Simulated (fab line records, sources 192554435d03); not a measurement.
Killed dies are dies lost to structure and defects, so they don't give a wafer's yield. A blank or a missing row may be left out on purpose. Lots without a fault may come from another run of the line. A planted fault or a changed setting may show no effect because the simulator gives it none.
fab line records | flow n5_finfet
record lots=23 wafers=69 last_day=19
route steps=1938 shown FIN_SAQP@126
lots that met no fault: from a run of the same line without faults
start_h: hours from the record's first day to the start of the lot's first wafer shown | wait_h: hours since the lot's step before | " the same as in the row above | L1.1+2: a row that stands for several wafers | - no value, or no start given | * or withheld: withheld | < > ~ a bound
route shown NAME@n: a module of which the file shows steps, and the number in the route of the first | usual: mean/standard deviation of fault-free wafers | same: alike in all rows | chamber/n: place in a boat | sites: the reading at each site | _std_site: their standard deviation | _edge_site: outer sites' mean less inner sites' | radius_mm: how far each site lies from the wafer's centre | mask NAME#n: copy n | behind: the tool/chamber that last shaped the wafer | hold: why the lot was held/for how many hours/how that ended | device: the transistor (n, p or np) that didn't switch | end of line: the same wafers' tests at the end of the route | a step without rows: its recipe alone | killed: dies lost to structure and defects at the first sort, not the wafer's yield | map: a wafer's dies, x killed, . not, _ none there
set.NAME: the setting as run; set.NAME@STEP: as run at that earlier step | model.NAME: the simulator's own value behind a step, which no gauge read
steps of the route over a sample of lots; a table a step, a row a wafer
services: from which hour (start_h, from the record's first day; less than 0 if before it) a tool's chamber was out of use, for how many hours, and why
## steps
# step N5_FIN_SAQP_SPACER1_ETCHBACK_25
# recipe chemistry=CHF3/O2 mode=anisotropic_etchback target=SiO2 target_depth_a=244 time_s=12.2 pressure_mtorr=30 source_w=650 bias_w=170 Ar_flow_sccm=200 CHF3_flow_sccm=50 O2_flow_sccm=5 ion_energy_ev=200
# usual chamber_pressure_mTorr=30.002/0.026 drypump_motor_current_A=5.7/0.61 oes_o_777_au=0.79/0.084 oes_product_au=0.80/0.091 rf_vpp_V=519/9.1 showerhead_plenum_p_Torr=2.42/0.078 throttle_valve_pct=18.95/0.24
# columns lot.wafer tool chamber start_h wait_h chamber_pressure_mTorr drypump_motor_current_A oes_o_777_au oes_product_au rf_hours_counter_h rf_vpp_V showerhead_plenum_p_Torr throttle_valve_pct
L075.2 rie_diel-04 0 31.95 0.4 29.961 6.2 0.77 0.76 136 511 2.43 19.24
L075.4 " 1 " " 30.009 6.3 0.71 0.71 217 525 2.50 18.85
L075.6 " 0 " " 30.018 6.2 0.76 0.76 - 512 2.43 19.22
L076.3 rie_diel-03 1 37.87 0.4 30.003 4.7 0.93 0.96 3 538 2.37 18.99
L076.4 " 0 " " 30.018 5.7 0.70 0.69 212 502 2.30 19.17
L076.6 " 3 " " 30.011 5.1 0.67 0.67 - 539 2.38 19.00
L077.4 rie_diel-05 2 43.74 0.5 30.002 6.6 0.95 0.98 - 529 2.46 18.58
L077.5 " 1 " " 29.999 5.5 0.77 0.78 - 516 2.52 19.09
L077.6 " 3 " " 29.993 5.7 0.93 0.92 - 518 2.35 18.52
L078.1 rie_diel-04 1 49.68 0.4 29.989 6.3 0.71 0.71 223 528 2.50 18.86
L078.3 " 0 " " 29.971 6.2 0.77 0.76 142 512 2.43 19.26
L078.5 " 0 " " 30.030 6.2 0.76 0.76 - 512 2.43 19.24
L079.2 rie_diel-04 0 54.69 0.4 29.986 6.2 0.77 0.76 144 512 2.43 19.25
L079.5 " 1 " " 30.013 6.3 0.70 0.71 - 526 2.50 18.86
L079.6 " 2 " " 30.010 4.9 0.72 0.71 - 513 2.31 19.00
L080.1 rie_diel-05 2 60.29 0.4 30.034 6.6 0.93 0.95 10 527 2.46 18.58
L080.2 " 0 " " 29.997 5.1 0.96 0.97 3 523 2.47 18.59
L080.4 " 3 " " 29.974 5.7 0.90 0.90 22 517 2.34 18.51
L081.3 rie_diel-04 0 65.69 0.4 30.000 6.2 0.76 0.76 146 509 2.43 19.25
L081.5 " 0 " " 29.987 6.1 0.77 0.76 - 511 2.43 19.26
L081.6 " 3 " " 30.005 6.2 0.80 0.79 - 515 2.52 19.07
L082.1 rie_diel-04 0 72.53 0.4 29.957 6.2 0.76 0.76 149 509 2.43 19.26
L082.3 " 1 " " 30.033 6.3 0.70 0.71 231 526 2.49 18.86
L082.4 " 3 " " 29.978 6.2 0.80 0.79 132 512 2.52 19.08
L083.1 rie_diel-04 2 78.89 0.4 30.055 4.9 0.71 0.70 203 512 2.31 19.02
L083.4 " 1 " " 30.013 6.3 0.70 0.71 234 526 2.49 18.88
L083.6 " 3 " " 30.037 6.2 0.79 0.79 - 513 2.52 19.08
L084.1 rie_diel-04 3 87.14 0.4 30.010 6.2 0.79 0.78 139 511 2.52 19.09
L084.3 " 1 " " 29.944 6.3 0.70 0.71 236 525 2.49 18.88
L084.4 " 0 " " 30.003 6.2 0.75 0.75 155 510 2.43 19.26
L085.2 rie_diel-05 1 90.37 0.4 29.978 5.5 0.76 0.76 150 517 2.51 19.12
L085.4 " 3 " " 29.946 5.7 0.89 0.89 30 519 2.34 18.53
L085.5 " 3 " " 30.025 5.7 0.90 0.89 - 518 2.34 18.55
L086.1 rie_diel-04 0 100.43 0.4 30.011 6.2 0.75 0.75 160 510 2.42 19.26
L086.2 " 1 " " 29.995 6.3 0.69 0.70 242 527 2.49 18.88
L086.3 " 2 " " 29.995 4.9 0.70 0.69 212 513 2.31 19.05
L087.2 rie_diel-05 1 102.71 0.4 29.953 5.5 0.76 0.76 153 516 2.51 19.13
L087.4 " 0 " " 30.015 5.1 0.92 0.93 15 523 2.46 18.61
L087.6 " 3 " " 30.008 5.7 0.88 0.87 - 518 2.34 18.54
L088.1 rie_diel-05 3 110.11 0.4 29.999 5.7 0.88 0.88 37 518 2.34 18.54
L088.3 " 1 " " 29.997 5.5 0.75 0.76 156 516 2.51 19.13
L088.4 " 0 " " 30.061 5.1 0.90 0.92 18 522 2.46 18.61
L089.1 rie_diel-04 3 114.64 0.5 30.034 6.2 0.77 0.77 150 511 2.52 19.08
L089.3 " 2 " " 30.016 4.9 0.70 0.69 218 514 2.30 19.06
L089.6 " 0 " " 30.028 6.2 0.74 0.74 - 510 2.42 19.28
L090.1 rie_diel-03 0 120.25 0.4 29.968 5.7 0.68 0.68 245 502 2.29 19.24
L090.2 " 1 " " 30.010 4.7 0.84 0.89 35 537 2.36 19.04
L090.4 " 3 " " 30.021 5.1 0.91 0.94 9 539 2.37 18.62
L091.1 rie_diel-04 0 127.58 0.6 30.012 6.2 0.74 0.74 171 510 2.42 19.29
L091.3 " 3 " " 30.022 6.2 0.77 0.77 155 512 2.51 19.10
L091.4 " 2 " " 30.031 4.9 0.70 0.68 - 514 2.30 19.03
L092.2 rie_diel-04 3 133.12 0.4 29.999 6.2 0.77 0.76 157 512 2.51 19.11
L092.3 " 0 " " 29.982 6.2 0.74 0.73 174 511 2.42 19.28
L092.5 " 0 " " 29.983 6.2 0.74 0.74 - 509 2.42 19.30
L093.1 rie_diel-03 1 138.35 0.4 29.960 4.7 0.83 0.87 42 537 2.36 19.06
L093.2 " 2 " " 29.983 5.0 0.87 0.87 44 529 2.38 19.01
L093.6 " 1 " " 30.061 4.7 0.83 0.87 - 536 2.36 19.05
L094.2 rie_diel-03 2 146.47 0.4 30.024 5.1 0.86 0.87 49 530 2.38 19.01
L094.5 " 2 " " 30.017 5.1 0.87 0.87 - 530 2.38 19.02
L094.6 " 1 " " 29.999 4.7 0.83 0.87 - 536 2.36 19.06
L095.1 rie_diel-04 1 150.46 0.4 30.007 6.3 0.95 0.97 3 525 2.49 18.53
L095.2 " 2 " " 29.972 4.9 0.69 0.67 234 512 2.30 19.06
L095.3 " 3 " " 29.988 6.2 0.76 0.75 166 511 2.51 19.12
L096.1 rie_diel-05 2 155.98 0.4 29.985 6.6 0.85 0.87 45 528 2.44 18.63
L096.2 " 0 " " 30.002 5.1 0.87 0.89 35 523 2.45 18.64
L096.6 " 1 " " 29.949 5.5 0.74 0.74 - 517 2.50 19.16
L097.1 rie_diel-04 1 161.43 0.4 30.044 6.3 0.93 0.95 7 525 2.48 18.55
L097.3 " 3 " " 29.995 6.2 0.77 0.74 170 511 2.51 19.13
L097.5 " 2 " " 30.018 4.9 0.69 0.68 - 513 2.30 19.09
# step N5_FIN_SAQP_SPACER2_ALD_28
# recipe material=SiO2 target_thk_a=81 temp_c=300 ald_precursor_family=BDEAS ald_co_reactant=O2-plasma pulse_time_s=1 purge_time_s=2 co_reactant_purge_time_s=2 pressure_torr=2
# usual heater_power_w=481/40 precursor_pulse_height_rel=0.999/0.017 susceptor_temp_C=300.00/0.2
# columns lot.wafer tool chamber start_h wait_h heater_power_w precursor_pulse_height_rel susceptor_temp_C
L075.2 ald_sin-04 2 33.32 0.1 442 1.021 300.13
L075.4 " 1 " " 452 1.023 300.03
L075.6 " 2 " " 446 0.978 300.04
L076.3 ald_sin-01 3 39.19 0.1 480 1.000 300.25
L076.4 " 0 " " 452 0.981 299.96
L076.6 " 1 " " 466 0.970 300.26
L077.4 ald_sin-04 3 46.22 1.3 558 0.965 300.17
L077.5 " 2 " " 445 1.014 299.99
L077.6 " 1 " " 447 0.992 300.08
L078.1 ald_sin-01 1 50.98 0.2 471 1.013 300.17
L078.3 " 0 " " 436 1.009 299.99
L078.5 " 1 " " 455 1.030 299.93
L079.2 ald_sin-01 2 56.11 0.2 502 1.003 300.03
L079.5 " 3 " " 490 0.988 299.97
L079.6 " 2 " " 494 0.987 300.24
L080.1 ald_sin-02 1 61.58 0.2 543 1.003 300.08
L080.2 " 2 " " 559 1.000 300.01
L080.4 " 3 " " 507 1.011 299.79
L081.3 ald_sin-02 0 67.11 0.1 427 1.007 300.08
L081.5 " 0 " " 427 0.978 300.10
L081.6 " 1 " " 556 0.998 299.96
L082.1 ald_sin-01 3 74.01 0.1 479 0.976 300.17
L082.3 " 2 " " 493 1.019 300.06
L082.4 " 2 " " 495 1.009 299.77
L083.1 ald_sin-02 3 80.11 0.1 499 1.024 299.72
L083.4 " 1 " " 569 0.975 300.34
L083.6 " 2 " " 554 1.023 299.89
L084.1 ald_sin-01 0 88.37 0.1 436 0.999 300.08
L084.3 " 3 " " 486 0.984 300.05
L084.4 " 1 " " 457 0.988 299.76
L085.2 ald_sin-01 0 91.59 0.1 461 1.009 300.28
L085.4 " 3 " " 478 0.980 299.80
L085.5 " 2 " " 493 1.020 300.38
L086.1 ald_sin-04 0 101.72 0.1 443 0.979 300.28
L086.2 " 3 " " 529 0.993 300.28
L086.3 " 2 " " 448 0.996 299.76
L087.2 ald_sin-04 1 104.05 0.1 423 1.024 300.03
L087.4 " 3 " " 522 1.016 299.96
L087.6 " 2 " " 435 0.991 299.80
L088.1 ald_sin-01 2 111.68 0.1 490 1.000 300.15
L088.3 " 1 " " 465 0.981 300.00
L088.4 " 0 " " 445 1.001 299.82
L089.1 ald_sin-01 1 115.87 0.1 463 1.012 300.02
L089.3 " 2 " " 495 1.007 299.73
L089.6 " 3 " " 484 1.012 300.09
L090.1 ald_sin-01 2 121.47 0.1 503 1.007 299.84
L090.2 " 3 " " 468 1.015 300.01
L090.4 " 1 " " 463 0.984 299.72
L091.1 ald_sin-04 1 129.52 0.4 428 0.991 300.01
L091.3 " 2 " " 438 0.994 299.68
L091.4 " 3 " " 525 0.988 299.94
L092.2 ald_sin-02 1 134.42 0.1 545 0.997 300.35
L092.3 " 3 " " 513 0.974 299.88
L092.5 " 2 " " 547 1.009 300.00
L093.1 ald_sin-01 3 139.86 0.1 484 0.987 299.91
L093.2 " 1 " " 457 1.012 300.42
L093.6 " 1 " " 466 1.007 299.78
L094.2 ald_sin-01 3 147.79 0.2 493 1.019 300.21
L094.5 " 3 " " 495 1.024 300.32
L094.6 " 0 " " 454 1.033 299.90
L095.1 ald_sin-02 0 151.86 0.3 433 1.000 299.36
L095.2 " 2 " " 546 0.999 300.17
L095.3 " 1 " " 548 1.016 300.14
L096.1 ald_sin-01 1 158.88 0.1 461 1.000 300.24
L096.2 " 0 " " 448 1.009 300.39
L096.6 " 3 " " 480 1.011 299.85
L097.1 ald_sin-01 1 163.44 0.6 457 0.997 300.18
L097.3 " 2 " " 504 1.011 299.90
L097.5 " 3 " " 485 0.988 300.03
# step N5_FIN_SAQP_STRIP_77
# recipe chemistry=N2/H2 time_s=90 power_w=100 temp_c=40 pressure_mtorr=100 rf_frequency_hz=6e+07 bias_power_w=3 n2_flow_sccm=300 h2_flow_sccm=300
# usual chamber_pressure_mTorr=100.00/0.081 drypump_motor_current_A=5.6/0.61 oes_product_au=0.81/0.092 rf_vpp_V=45.2/0.81 showerhead_plenum_p_Torr=3.38/0.11 throttle_valve_pct=12.21/0.24
# columns lot.wafer tool chamber start_h wait_h chamber_pressure_mTorr drypump_motor_current_A oes_product_au rf_hours_counter_h rf_vpp_V showerhead_plenum_p_Torr throttle_valve_pct
L075.2 rie_diel-04 0 34.18 0.0 99.96 6.2 0.77 137 45.3 3.38 12.43
L075.4 " 1 " " 100.08 6.3 0.72 218 46.1 3.48 12.21
L075.6 " 1 " " 100.01 6.3 0.71 - 46.4 3.48 12.21
L076.3 rie_diel-04 0 39.85 0.0 99.98 6.2 0.76 139 46.2 3.38 12.44
L076.4 " 0 " " 100.03 6.2 0.76 - 44.4 3.38 12.44
L076.6 " 1 " " 100.12 6.3 0.71 - 45.2 3.48 12.22
L077.4 rie_diel-05 1 47.13 0.0 99.95 5.5 0.76 - 46.1 3.52 12.38
L077.5 " 2 " " 100.09 6.6 0.96 - 45.6 3.46 11.78
L077.6 " 3 " " 100.16 5.7 0.90 - 44.8 3.32 11.83
L078.1 rie_diel-03 3 51.75 0.0 99.88 5.1 0.67 243 45.8 3.31 12.38
L078.3 " 2 " " 100.02 5.1 0.95 8 45.2 3.34 12.09
L078.5 " 3 " " 99.95 5.1 0.67 - 45.3 3.31 12.39
L079.2 rie_diel-03 0 56.97 0.0 100.03 5.7 0.68 218 44.8 3.21 12.55
L079.5 " 1 " " 99.91 4.7 0.95 - 44.6 3.32 12.26
L079.6 " 2 " " 99.90 5.1 0.94 - 44.8 3.34 12.11
L080.1 rie_diel-05 0 62.32 0.0 100.01 5.1 0.96 3 46.0 3.47 11.95
L080.2 " 3 " " 100.11 5.7 0.90 22 44.1 3.31 11.86
L080.4 " 1 " " 100.04 5.5 0.76 141 44.8 3.52 12.41
L081.3 rie_diel-04 0 68.00 0.0 99.99 6.2 0.77 147 45.2 3.37 12.46
L081.5 " 3 " " 100.07 6.2 0.80 - 45.5 3.52 12.36
L081.6 " 0 " " 99.97 6.2 0.76 - 44.6 3.37 12.46
L082.1 rie_diel-04 1 74.67 0.0 100.14 6.3 0.70 233 44.9 3.48 12.23
L082.3 " 2 " " 100.04 4.9 0.71 202 45.9 3.20 12.19
L082.4 " 3 " " 100.00 6.2 0.80 134 46.1 3.52 12.36
L083.1 rie_diel-05 3 80.84 0.0 100.03 5.7 0.89 28 44.6 3.31 11.87
L083.4 " 1 " " 100.10 5.5 0.76 147 46.7 3.51 12.43
L083.6 " 2 " " 99.92 6.6 0.91 - 45.1 3.45 11.82
L084.1 rie_diel-04 3 89.03 0.0 100.09 6.2 0.79 140 45.4 3.52 12.36
L084.3 " 2 " " 100.06 4.9 0.70 207 44.0 3.19 12.22
L084.4 " 0 " " 100.05 6.2 0.75 156 45.5 3.37 12.47
L085.2 rie_diel-04 3 92.26 0.0 99.86 6.2 0.79 141 45.7 3.52 12.36
L085.4 " 1 " " 100.11 6.3 0.70 239 46.3 3.47 12.27
L085.5 " 0 " " 100.11 6.2 0.75 - 44.8 3.37 12.49
L086.1 rie_diel-03 0 102.38 0.0 99.88 5.7 0.67 237 45.6 3.20 12.60
L086.2 " 3 " " 99.87 5.1 0.96 1 44.4 3.31 11.78
L086.3 " 2 " " 99.94 5.1 0.90 31 44.9 3.33 12.14
L087.2 rie_diel-05 0 105.30 0.0 100.06 5.1 0.92 16 46.4 3.47 11.97
L087.4 " 3 " " 100.03 5.7 0.87 35 46.1 3.31 11.88
L087.6 " 1 " " 100.06 5.5 0.75 - 44.1 3.51 12.45
L088.1 rie_diel-04 1 112.47 0.0 99.93 6.3 0.69 247 45.5 3.47 12.26
L088.3 " 3 " " 99.96 6.2 0.77 149 45.2 3.51 12.40
L088.4 " 2 " " 100.10 4.9 0.69 218 43.9 3.19 12.24
L089.1 rie_diel-03 0 116.53 0.0 100.07 5.7 0.67 244 44.6 3.20 12.58
L089.3 " 1 " " 100.11 4.7 0.89 34 45.9 3.31 12.33
L089.6 " 1 " " 99.81 4.7 0.89 - 45.0 3.31 12.34
L090.1 rie_diel-05 2 122.14 0.0 99.90 6.6 0.89 31 45.9 3.44 11.88
L090.2 " 0 " " 100.06 5.1 0.90 23 46.1 3.46 11.99
L090.4 " 1 " " 99.95 5.5 0.74 - 44.2 3.51 12.46
L091.1 rie_diel-05 1 130.26 0.0 99.91 5.5 0.74 164 45.6 3.51 12.47
L091.3 " 2 " " 99.99 6.6 0.88 34 45.8 3.44 11.87
L091.4 " 0 " " 100.21 5.1 0.90 26 45.5 3.46 12.00
L092.2 rie_diel-04 0 135.18 0.0 99.87 6.2 0.74 175 45.8 3.36 12.53
L092.3 " 3 " " 100.09 6.2 0.77 158 45.6 3.51 12.42
L092.5 " 2 " " 99.94 4.9 0.69 - 45.1 3.18 12.27
L093.1 rie_diel-05 2 140.52 0.0 99.99 6.6 0.88 38 46.4 3.44 11.86
L093.2 " 3 " " 100.02 5.7 0.87 43 46.0 3.30 11.91
L093.6 " 0 " " 100.03 5.1 0.89 - 45.8 3.46 12.00
L094.2 rie_diel-05 0 148.45 0.0 99.98 5.1 0.89 33 44.9 3.46 12.02
L094.5 " 2 " " 100.00 6.6 0.88 - 45.7 3.44 11.90
L094.6 " 1 " " 100.04 5.5 0.74 - 44.9 3.50 12.47
L095.1 rie_diel-03 1 152.52 0.0 100.11 4.7 0.86 49 45.3 3.30 12.35
L095.2 " 2 " " 100.07 5.1 0.86 51 44.6 3.32 12.20
L095.3 " 3 " " 100.04 5.1 0.89 22 44.3 3.30 11.83
L096.1 rie_diel-03 1 159.54 0.0 100.01 4.7 0.86 51 44.4 3.30 12.38
L096.2 " 2 " " 99.90 5.1 0.86 53 45.6 3.32 12.20
L096.6 " 3 " " 99.97 5.1 0.89 - 45.3 3.29 11.82
L097.1 rie_diel-04 3 164.38 0.0 100.08 6.2 0.76 172 47.3 3.50 12.46
L097.3 " 2 " " 100.06 4.9 0.68 240 44.7 3.18 12.31
L097.5 " 2 " " 99.96 4.9 0.68 - 45.3 3.18 12.29
# step N5_FIN_SAQP_ETCH_64
# recipe chemistry=CF4 target=SiO2 target_depth_a=15 ion_energy_ev=350 pressure_mtorr=10 icp_w=800 bias_w=400 cf4_flow_sccm=80
# usual chamber_pressure_mTorr=10.000/0.0085 drypump_motor_current_A=5.6/0.48 he_backside_leak_sccm=2.75/0.24 oes_product_au=0.995/0.017 throttle_valve_pct=21.73/0.18
# columns lot.wafer tool chamber start_h wait_h chamber_pressure_mTorr drypump_motor_current_A he_backside_leak_sccm oes_product_au rf_hours_counter_h throttle_valve_pct
L075.2 rie_si-05 3 34.37 0.0 10.014 6.0 2.64 0.983 162 22.01
L075.4 " 0 " " 9.978 5.8 3.07 1.015 195 21.69
L075.6 " 3 " " 9.993 6.0 2.66 0.989 - 22.04
L076.3 rie_si-03 2 40.02 0.0 9.997 6.6 2.76 1.007 83 21.33
L076.4 " 1 " " 9.994 5.6 2.92 1.023 - 21.80
L076.6 " 2 " " 10.012 6.6 2.73 1.011 - 21.32
L077.4 rie_si-05 0 47.25 0.0 10.008 5.8 3.10 1.011 196 21.68
L077.5 " 3 " " 9.997 6.0 2.67 0.989 - 22.03
L077.6 " 2 " " 10.004 6.3 2.77 0.980 - 21.56
L078.1 rie_si-06 2 51.92 0.0 9.999 5.3 2.49 1.010 51 22.02
L078.3 " 0 " " 9.997 5.7 2.41 0.985 131 21.55
L078.5 " 0 " " 9.997 5.6 2.65 0.999 - 21.56
L079.2 rie_si-05 2 57.14 0.0 10.012 6.3 2.76 0.988 45 21.57
L079.5 " 0 " " 9.996 5.8 3.04 1.022 - 21.70
L079.6 " 3 " " 10.001 6.0 2.58 1.001 - 22.04
L080.1 rie_si-06 0 62.49 0.0 10.010 5.6 2.53 0.986 131 21.56
L080.2 " 3 " " 10.005 4.9 3.10 1.023 104 21.73
L080.4 " 1 " " 10.004 5.6 2.53 0.968 95 21.62
L081.3 rie_si-06 2 68.17 0.0 9.996 5.3 2.44 1.001 51 22.01
L081.5 " 3 " " 10.002 4.9 3.14 1.023 - 21.72
L081.6 " 1 " " 9.994 5.5 2.67 0.975 - 21.65
L082.1 rie_si-06 3 74.84 0.0 9.983 4.9 3.05 1.019 104 21.73
L082.3 " 2 " " 10.002 5.2 2.45 0.998 51 22.02
L082.4 " 0 " " 10.009 5.7 2.80 0.982 132 21.54
L083.1 rie_si-06 3 81.01 0.0 9.986 4.9 3.11 1.022 104 21.71
L083.4 " 2 " " 10.003 5.3 2.35 1.014 51 22.02
L083.6 " 0 " " 9.998 5.6 2.82 0.995 - 21.56
L084.1 rie_si-05 0 89.20 0.0 9.985 5.8 2.91 1.022 197 21.68
L084.3 " 2 " " 10.008 6.3 3.18 0.988 46 21.57
L084.4 " 2 " " 9.995 6.3 2.99 0.998 - 21.57
L085.2 rie_si-05 1 92.43 0.0 10.002 5.1 2.57 0.991 9 21.71
L085.4 " 0 " " 10.002 5.8 2.97 1.020 - 21.70
L085.5 " 1 " " 10.012 5.1 2.56 0.992 - 21.70
L086.1 rie_si-06 3 102.55 0.0 9.999 4.9 3.14 1.028 105 21.73
L086.2 " 0 " " 10.013 5.7 2.95 0.978 132 21.57
L086.3 " 2 " " 9.996 5.3 2.56 1.010 51 22.01
L087.2 rie_si-06 1 105.47 0.0 9.997 5.6 2.55 0.969 95 21.66
L087.4 " 3 " " 10.001 4.9 3.20 1.017 105 21.73
L087.6 " 0 " " 10.011 5.6 2.62 0.981 - 21.56
L088.1 rie_si-06 2 112.64 0.0 9.987 5.3 2.54 1.008 52 22.02
L088.3 " 3 " " 9.997 4.9 3.01 1.006 105 21.72
L088.4 " 1 " " 9.990 5.6 2.60 0.961 95 21.63
L089.1 rie_si-05 1 116.70 0.0 9.996 5.1 2.82 0.993 9 21.71
L089.3 " 3 " " 9.991 6.0 2.60 0.985 163 22.03
L089.6 " 1 " " 9.997 5.1 2.61 0.992 - 21.71
L090.1 rie_si-06 0 122.31 0.0 10.002 5.6 2.40 0.987 132 21.56
L090.2 " 1 " " 9.997 5.6 2.80 0.977 96 21.64
L090.4 " 3 " " 9.999 4.9 3.17 1.016 105 21.73
L091.1 rie_si-05 1 130.43 0.0 10.012 5.1 2.47 0.987 9 21.72
L091.3 " 3 " " 10.001 6.0 2.48 0.981 163 22.01
L091.4 " 2 " " 9.988 6.3 3.04 0.985 - 21.56
L092.2 rie_si-05 2 135.36 0.0 9.988 6.3 3.01 0.986 47 21.56
L092.3 " 3 " " 9.991 6.0 2.66 0.990 163 22.04
L092.5 " 3 " " 10.002 6.0 2.66 0.988 - 22.03
L093.1 rie_si-06 2 140.69 0.0 10.017 5.3 2.33 1.007 52 22.02
L093.2 " 0 " " 10.004 5.6 2.75 0.991 133 21.56
L093.6 " 0 " " 9.985 5.6 2.75 0.994 - 21.56
L094.2 rie_si-05 2 148.62 0.0 10.002 6.3 2.96 0.983 47 21.56
L094.5 " 1 " " 9.996 5.1 2.42 1.005 - 21.70
L094.6 " 3 " " 10.026 6.1 2.59 0.989 - 22.01
L095.1 rie_si-03 2 152.69 0.0 9.996 6.6 2.64 1.005 85 21.32
L095.2 " 3 " " 9.996 6.5 2.59 1.004 5 21.78
L095.3 " 0 " " 9.988 5.1 2.72 1.016 13 21.77
L096.1 rie_si-05 0 159.72 0.0 10.000 5.9 2.82 0.978 0 21.60
L096.2 " 3 " " 10.006 6.0 2.57 0.993 164 22.05
L096.6 " 0 " " 10.009 5.8 2.90 0.976 - 21.60
L097.1 rie_si-05 3 164.56 0.0 9.991 6.0 2.56 1.001 164 22.03
L097.3 " 2 " " 10.000 6.3 3.12 0.992 48 21.56
L097.5 " 0 " " 10.001 5.8 2.55 0.989 - 21.59
# step N5_FIN_SAQP_CD_MEAS_37
# recipe target_cd_nm=8 polarity=line
# usual cd_nm=8.06/0.28
# columns lot.wafer tool chamber start_h wait_h cd_nm
L075.2 cd_sem-03 - 34.51 0.1 8.20
L075.4 " - " " 8.23
L075.6 " - " " 8.01
L076.3 cd_sem-01 - 40.17 0.1 8.23
L076.4 " - " " 8.27
L076.6 " - " " 8.16
L077.4 cd_sem-01 - 47.40 0.1 8.25
L077.5 " - " " 8.27
L077.6 " - " " 7.86
L078.1 cd_sem-02 - 52.06 0.1 8.34
L078.3 " - " " 8.29
L078.5 " - " " 7.89
L079.2 cd_sem-02 - 57.29 0.1 7.98
L079.5 " - " " 8.24
L079.6 " - " " 7.98
L080.1 cd_sem-01 - 62.63 0.1 8.48
L080.2 " - " " 8.67
L080.4 " - " " 8.05
L081.3 cd_sem-01 - 68.32 0.1 7.92
L081.5 " - " " 8.23
L081.6 " - " " 8.20
L082.1 cd_sem-02 - 74.98 0.1 8.07
L082.3 " - " " 7.89
L082.4 " - " " 8.08
L083.1 cd_sem-01 - 81.15 0.1 8.64
L083.4 " - " " 8.02
L083.6 " - " " 7.63
L084.1 cd_sem-01 - 89.34 0.1 8.48
L084.3 " - " " 7.41
L084.4 " - " " 8.57
L085.2 cd_sem-01 - 92.57 0.1 8.21
L085.4 " - " " 7.81
L085.5 " - " " 8.39
L086.1 cd_sem-01 - 102.69 0.1 8.34
L086.2 " - " " 8.12
L086.3 " - " " 7.86
L087.2 cd_sem-03 - 105.61 0.1 7.79
L087.4 " - " " 8.31
L087.6 " - " " 7.84
L088.1 cd_sem-03 - 112.78 0.1 8.14
L088.3 " - " " 8.44
L088.4 " - " " 7.34
L089.1 cd_sem-01 - 116.84 0.1 7.99
L089.3 " - " " 7.89
L089.6 " - " " 7.84
L090.1 cd_sem-01 - 122.45 0.1 8.38
L090.2 " - " " 8.28
L090.4 " - " " 8.26
L091.1 cd_sem-02 - 130.57 0.1 8.18
L091.3 " - " " 8.10
L091.4 " - " " 7.88
L092.2 cd_sem-02 - 135.50 0.1 8.14
L092.3 " - " " 8.40
L092.5 " - " " 8.03
L093.1 cd_sem-01 - 140.83 0.1 8.24
L093.2 " - " " 7.75
L093.6 " - " " 8.16
L094.2 cd_sem-02 - 148.77 0.1 8.13
L094.5 " - " " 7.39
L094.6 " - " " 8.20
L095.1 cd_sem-03 - 152.83 0.1 8.21
L095.2 " - " " 8.30
L095.3 " - " " 7.87
L096.1 cd_sem-03 - 159.86 0.1 8.22
L096.2 " - " " 7.99
L096.6 " - " " 7.70
L097.1 cd_sem-02 - 164.70 0.1 7.84
L097.3 " - " " 8.01
L097.5 " - " " 7.55
# step N5_FIN_SAQP_INSPECT_40
# recipe inspect_instrument=brightfield mode=aei
# usual raw_defect_count=213/63
# columns lot.wafer tool chamber start_h wait_h raw_defect_count
L075.2 defect_inspect-02 - 34.64 0.0 210
L075.4 " - " " 233
L075.6 " - " " 257
L076.3 defect_inspect-02 - 40.31 0.0 223
L076.4 " - " " 211
L076.6 " - " " 143
L077.4 defect_inspect-01 - 47.52 0.0 140
L077.5 " - " " 240
L077.6 " - " " 181
L078.1 defect_inspect-02 - 52.21 0.0 226
L078.3 " - " " 327
L078.5 " - " " 225
L079.2 defect_inspect-02 - 57.42 0.0 250
L079.5 " - " " 313
L079.6 " - " " 274
L080.1 defect_inspect-01 - 62.76 0.0 115
L080.2 " - " " 118
L080.4 " - " " 184
L081.3 defect_inspect-01 - 68.45 0.0 159
L081.5 " - " " 257
L081.6 " - " " 149
L082.1 defect_inspect-01 - 75.12 0.0 211
L082.3 " - " " 184
L082.4 " - " " 194
L083.1 defect_inspect-01 - 81.28 0.0 259
L083.4 " - " " 291
L083.6 " - " " 172
L084.1 defect_inspect-01 - 89.47 0.0 133
L084.3 " - " " 148
L084.4 " - " " 144
L085.2 defect_inspect-01 - 92.70 0.0 299
L085.4 " - " " 163
L085.5 " - " " 338
L086.1 defect_inspect-02 - 102.82 0.0 235
L086.2 " - " " 173
L086.3 " - " " 174
L087.2 defect_inspect-02 - 105.74 0.0 174
L087.4 " - " " 225
L087.6 " - " " 214
L088.1 defect_inspect-02 - 112.91 0.0 143
L088.3 " - " " 198
L088.4 " - " " 244
L089.1 defect_inspect-02 - 116.97 0.0 175
L089.3 " - " " 246
L089.6 " - " " 254
L090.1 defect_inspect-02 - 122.58 0.0 177
L090.2 " - " " 166
L090.4 " - " " 176
L091.1 defect_inspect-02 - 130.70 0.0 123
L091.3 " - " " 127
L091.4 " - " " 148
L092.2 defect_inspect-02 - 135.63 0.0 152
L092.3 " - " " 156
L092.5 " - " " 160
L093.1 defect_inspect-02 - 140.96 0.0 265
L093.2 " - " " 282
L093.6 " - " " 412
L094.2 defect_inspect-01 - 148.90 0.0 249
L094.5 " - " " 300
L094.6 " - " " 373
L095.1 defect_inspect-01 - 152.96 0.0 193
L095.2 " - " " 274
L095.3 " - " " 197
L096.1 defect_inspect-02 - 159.99 0.0 316
L096.2 " - " " 144
L096.6 " - " " 163
L097.1 defect_inspect-02 - 164.86 0.0 202
L097.3 " - " " 271
L097.5 " - " " 110
## services
# columns tool chamber start_h hours kind
rie_diel-05 2 11.89 8.6 repair
ald_sin-02 3 14.00 3.4 repair
ald_sin-02 - 15.02 6.0 pm
rie_diel-03 - 16.74 14.6 pm
rie_diel-05 2 20.87 - clean
rie_si-03 3 37.59 27.0 repair
rie_diel-04 3 37.61 2.4 repair
ald_sin-02 - 42.16 14.6 pm
ald_sin-04 1 51.01 1.4 repair
rie_si-06 0 65.25 6.7 repair
ald_sin-01 0 67.31 16.3 repair
ald_sin-02 3 69.04 8.8 repair
ald_sin-02 0 79.75 13.8 repair
ald_sin-04 - 85.25 14.0 pm
rie_si-05 3 88.26 6.9 repair
rie_si-06 - 106.71 2.8 repair
rie_diel-04 1 120.51 - clean
rie_diel-04 1 120.51 - consumable_replace:focus_ring
rie_diel-04 1 120.51 22.1 scheduled_down
rie_diel-04 1 120.51 22.1 vent_cycle
ald_sin-02 2 121.53 6.1 repair
ald_sin-01 3 122.03 7.9 repair
rie_si-03 - 144.87 0.2 repair
rie_diel-04 0 147.84 10.7 repair
## key
fault none
